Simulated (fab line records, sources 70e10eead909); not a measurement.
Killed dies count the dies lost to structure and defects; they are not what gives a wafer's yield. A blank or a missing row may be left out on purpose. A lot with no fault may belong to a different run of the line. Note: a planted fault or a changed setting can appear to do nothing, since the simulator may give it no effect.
Which tool did it? ; flow nandHarc ; Sampling: 13 lots, 39 wafers, 6 of 1302 route steps

WHAT EACH GAUGE READ, for each wafer
NHARC_A_ZERO_WELL_INSPECT_17.
lot;measured;on;rawDefectCount
L671;day 6 19:01;defectInspect-02;2 4 7
L675;day 8 15:52;defectInspect-01;8 16 8
L676;day 8 21:44;defectInspect-01;10 8 6
L680;day 10 14:47;defectInspect-02;15 9 18
L681;day 11 06:16;defectInspect-02;6 6 12
L683;day 11 17:06;defectInspect-02;12 32 8
L688;day 13 20:11;defectInspect-01;11 6 11
L689;day 14 05:00;defectInspect-01;12 6 11
L690;day 14 21:59;defectInspect-01;5 10 8
L691;day 15 03:30;defectInspect-01;15 9 9
L692;day 15 14:32;defectInspect-01;6 13 14
L693;day 16 02:52;defectInspect-01;9 13 10
L694;day 16 10:09;defectInspect-01;6 13 9

NHARC_A_ONON_D1_THK_MEAS_30: measures by ellipsometry.
lot;measured;on;thkNm (nm)
L671;day 8 03:58;filmMetro-01;995 995 995
L675;day 10 05:00;filmMetro-01;995 996 994
L676;day 10 12:52;filmMetro-01;993 991 993
L680;day 12 00:26;filmMetro-02;979 980 980
L681;day 12 17:30;filmMetro-02;680 681 683
L683;day 13 02:47;filmMetro-02;669 669 668
L688;day 15 08:28;filmMetro-02;1012 1013 1013
L689;day 15 16:24;filmMetro-02;998 997 997
L690;day 16 07:34;filmMetro-01;994 993 993
L691;day 16 14:37;filmMetro-01;1008 1007 1006
L692;day 17 03:45;filmMetro-01;994 991 992
L693;day 17 15:04;filmMetro-02;987 987 988
L694;day 17 20:08;filmMetro-02;1000 1004 1003

NHARC_END_SORT_01.
lot;measured;on;killedAtArray;killedAtOther;killedAtPeriphery;killedDies;killedOpen;killedShort
L681;day 28 07:16;prober-02;674 666 675;2 5 0;1 6 2;677 677 677;6 5 4;2 2 2
L683;day 29 06:25;prober-02;672 676 671;2 0 1;3 1 5;677 677 677;3 3 6;2 2 6

EACH LOT AND THE TOOL THAT RAN IT (in order: tool; ch and the chambers of the sampled wafers; start)
lot;NHARC_P_BONDPAD_ACTIVATE_29;NHARC_A_ONON_D1_DEP_28;NHARC_A_CHANNEL_HOLE_D1_DEP_01
L671;rieDiel-02 ch 1,2,3, day 6 16:13;pecvdOnon-02 ch 0, day 8 03:28;pecvd-03 ch 0,1,2, day 8 06:29
L675;rieDiel-02 ch 0,2, day 8 13:08;pecvdOnon-01 ch 0, day 10 04:29;pecvd-03 ch 0,1, day 10 07:49
L676;rieDiel-06 ch 2,3, day 8 18:57;pecvdOnon-04 ch 0, day 10 12:21;pecvd-04 ch 0,1,2, day 10 17:14
L680;rieDiel-11 ch 0,2, day 10 12:11;pecvdOnon-04 ch 0, day 12 00:03;pecvd-03 ch 0,1, day 12 04:28
L681;rieDiel-02 ch 1,2, day 11 03:32;pecvdOnon-04 ch 0, day 12 16:59;-
L683;rieDiel-06 ch 0,1, day 11 14:25;pecvdOnon-04 ch 0, day 13 02:20;-
L688;rieDiel-02 ch 0,1,2, day 13 17:23;pecvdOnon-02 ch 0, day 15 07:58;pecvd-04 ch 0,1, day 15 11:53
L689;rieDiel-11 ch 0,1,3, day 14 02:19;pecvdOnon-01 ch 0, day 15 15:57;pecvd-02 ch 0,1, day 15 18:59
L690;rieDiel-02 ch 0,3, day 14 19:08;pecvdOnon-01 ch 0, day 16 07:04;pecvd-02 ch 0,1,2, day 16 11:28
L691;rieDiel-06 ch 1,2, day 15 00:56;pecvdOnon-01 ch 0, day 16 14:06;pecvd-03 ch 1,2, day 16 21:26
L692;rieDiel-11 ch 1,2,3, day 15 11:57;pecvdOnon-02 ch 0, day 17 03:17;pecvd-02 ch 0,1,2, day 17 06:20
L693;rieDiel-06 ch 1,3, day 16 00:17;pecvdOnon-04 ch 0, day 17 14:37;pecvd-04 ch 0,1, day 17 17:37
L694;rieDiel-11 ch 1,2,3, day 16 07:33;pecvdOnon-01 ch 0, day 17 19:40;pecvd-02 ch 0,1, day 17 23:17
- NHARC_P_BONDPAD_ACTIVATE_29: chemistry N2, time 60 s.
- NHARC_A_ONON_D1_DEP_28: target thk 1000 nm.
- NHARC_A_CHANNEL_HOLE_D1_DEP_01: deposits SiON, target thk 140 nm.

AS READ BY THE TOOLS THEMSELVES (means over the sampled wafers that have a number; for cases with no such wafer, the mark the record gives instead)
NHARC_P_BONDPAD_ACTIVATE_29.
lot;tool;drypumpMotorCurrentA (A);mfcArSccm (sccm);oesProductAu (a.u.);rfVppV (V);showerheadPlenumPTorr (Torr)
L671;rieDiel-02;5.5;0.015;1.001;64.4;1.78
L675;rieDiel-02;5.5;0.009;1.002;62.8;1.74
L676;rieDiel-06;4.9;0.000;1.008;63.7;1.74
L680;rieDiel-11;5.4;0.000;1.003;63.4;1.73
L681;rieDiel-02;5.4;0.006;0.999;63.4;1.76
L683;rieDiel-06;6.0;0.000;1.008;64.1;1.82
L688;rieDiel-02;5.3;0.006;1.001;63.7;1.81
L689;rieDiel-11;5.3;0.002;1.004;64.2;1.71
L690;rieDiel-02;5.6;0.027;1.000;65.2;1.78
L691;rieDiel-06;5.7;0.000;1.001;63.6;1.70
L692;rieDiel-11;5.6;0.002;1.012;63.4;1.74
L693;rieDiel-06;5.0;0.000;0.996;63.6;1.78
L694;rieDiel-11;5.7;0.002;1.006;63.3;1.74

NHARC_A_CHANNEL_HOLE_D1_DEP_01.
lot;tool;heaterPowerW (W);showerheadVppV (V)
L671;pecvd-03;746;1178
L675;pecvd-03;720;1152
L676;pecvd-04;703;1127
L680;pecvd-03;633;1162
L688;pecvd-04;723;1152
L689;pecvd-02;688;1149
L690;pecvd-02;686;1145
L691;pecvd-03;675;1192
L692;pecvd-02;722;1152
L693;pecvd-04;702;1132
L694;pecvd-02;774;1126

THE ANSWER, worked out from the rows above alone
Rule: the lots themselves supply what counts as usual. Put in order of their means at a reading, lots are off if they are a third of the lots or fewer, leave a main group of 4 or more, and stand apart from it by a gap of 3 or more times the standard deviation of the main group's means; of several such gaps the widest counts. A main group whose means are all the same, to the digits that the tables above print for the reading, isn't used. A lot without any number at a reading at which 4 lots or more have one is off too. The other lots that the step has rows for count as sound. First the gauges in route order, then the tools' own readings, where a lot's mean is used as printed above. The first step at which some lot is off is used, and at that step the reading that is off furthest; a lot without a number counts as furthest.
Off, at NHARC_A_ONON_D1_THK_MEAS_30 on thkNm: L681, L683. The main group has a mean of 996 nm with a standard deviation of 8.6.
A tool fits if, at a process step before that reading, it ran every lot that is off, and no sound lot after the first of them. Those tools and the gauges at NHARC_A_ONON_D1_THK_MEAS_30 are tried in the same way. Of those tried, none fits.

WHAT THE SIMULATOR PUT IN
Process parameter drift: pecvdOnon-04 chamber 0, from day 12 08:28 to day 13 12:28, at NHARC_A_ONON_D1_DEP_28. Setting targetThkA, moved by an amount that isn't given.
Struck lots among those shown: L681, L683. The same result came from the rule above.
